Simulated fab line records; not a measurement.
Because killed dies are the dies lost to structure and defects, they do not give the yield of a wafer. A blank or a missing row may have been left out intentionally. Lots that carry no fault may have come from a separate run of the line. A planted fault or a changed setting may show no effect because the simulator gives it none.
Lot-split experiment	flow n5_finfet	7 lots, 21 wafers read, on a route of 1938 steps

## THE SPLIT
At N5_MOL_CONTACT_COAG_EXPOSE_81 (exposes mask VG, defocus 0 nm), the setting dose_mj was moved away from the recipe's 59.5 on 8 of the 21 wafers read, by -5.5% to +3.8%. The other wafers ran this setting at the recipe's value.

## FROM THE SPLIT TO THE READING: what the file shows between them, 5 steps
- N5_MOL_CONTACT_COAG_PEB_82: peb time 60 s
- N5_MOL_CONTACT_COAG_DEVELOP_83: develop time 30 s
- N5_MOL_CONTACT_COAG_CD_MEAS_84: target cd 25.1 nm
- N5_MOL_CONTACT_COAG_PRECLEAN_144: cleans in alkaline clean, time 60 s
- N5_MOL_CONTACT_COAG_SRD_145: time 30 s

## THE READING
cd_nm (nm) at N5_MOL_CONTACT_COAG_CD_MEAS_137, where the cd target is 16 nm. Fault-free wafers of this fab line usually give 15.8 nm, standard deviation 0.34 nm.

wafer	tool, chamber at the split	dose_mj as run	against the recipe	cd_nm, nm	against lot-mates on the recipe
L075.1	euv_scanner-02, 0	61.76	+3.8%	16.7	+1.1
L075.3	euv_scanner-02, 0	59.5	recipe	15.6	-
L075.6	euv_scanner-02, 0	61.76	+3.8%	17.0	+1.4
L080.2	euv_scanner-01, 0	59.5	recipe	15.9	-
L080.3	euv_scanner-01, 0	59.5	recipe	16.3	-
L080.5	euv_scanner-01, 0	59.5	recipe	15.6	-
L084.1	euv_scanner-01, 0	59.5	recipe	15.3	-
L084.5	euv_scanner-01, 0	59.5	recipe	15.8	-
L084.6	euv_scanner-01, 0	57.76	-2.9%	15.0	-0.6
L085.3	euv_scanner-01, 0	59.5	recipe	16.1	-
L085.5	euv_scanner-01, 0	59.5	recipe	15.8	-
L085.6	euv_scanner-01, 0	59.5	recipe	15.4	-
L089.2	euv_scanner-01, 0	59.5	recipe	15.5	-
L089.5	euv_scanner-01, 0	57.34	-3.6%	14.3	-1.5
L089.6	euv_scanner-01, 0	59.5	recipe	16.1	-
L094.1	euv_scanner-02, 0	56.34	-5.3%	14.4	-2.1
L094.2	euv_scanner-02, 0	59.5	recipe	16.5	-
L094.4	euv_scanner-02, 0	56.34	-5.3%	15.2	-1.3
L096.1	euv_scanner-01, 0	56.22	-5.5%	13.9	-1.0
L096.3	euv_scanner-01, 0	56.22	-5.5%	14.2	-0.7
L096.6	euv_scanner-01, 0	59.5	recipe	14.9	-

THE FIT
A straight line over all 21 wafers: cd_nm changes by +0.268 nm for each +1% of dose_mj; r = +0.87; the points scatter about the line by 0.43 nm.
The same after taking each lot's own level away (the mean of its wafers on the recipe; 21 wafers): +0.267 nm for each +1%; r = +0.90; scatter 0.37 nm.
That fit puts the effect of the largest move of dose_mj on the reading at 1.5 nm.
From 14.90 to 16.50 nm: that is the span of the lots' own levels, equal to 4.7 times the standard deviation above.
So the lot-to-lot level changes the slope little: the two slopes agree.
Check: with one of the wafers moved furthest among these (-5.5%) left out of the fit, the line predicts -1.53 nm for it against its lot-mates. Against them it came out at -1 nm.

## FURTHER SPLITS ON THESE WAFERS
Note: prior to the reading, these wafers also went through further splits. Each is held against what the fit with the lots' levels taken away leaves over:
other split on the same wafers	wafers away from the commonest value	r with cd_nm (lot level and that fit taken away)
N5_HKMG_FIN_DESCUM_53 time_s	6	+0.20
N5_GATE_CUT_CUT_ETCH_54 icp_w	10	-0.43

## THE WHOLE CHAIN: every reading that the file lists as answering this split, in the file's order
step	what it does	reading	change (the file's fit)	r (the file's)
N5_MOL_CONTACT_COAG_CD_MEAS_84	target cd 25.1 nm	cd_nm	+0.168 nm for each +1% of the setting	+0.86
N5_MOL_CONTACT_COAG_CD_MEAS_137	target cd 16 nm	cd_nm	+0.271 nm for each +1% of the setting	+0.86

## THE FILE'S OWN FIT
cd_nm changes by +0.271 nm for each +1% of dose_mj, r = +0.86.
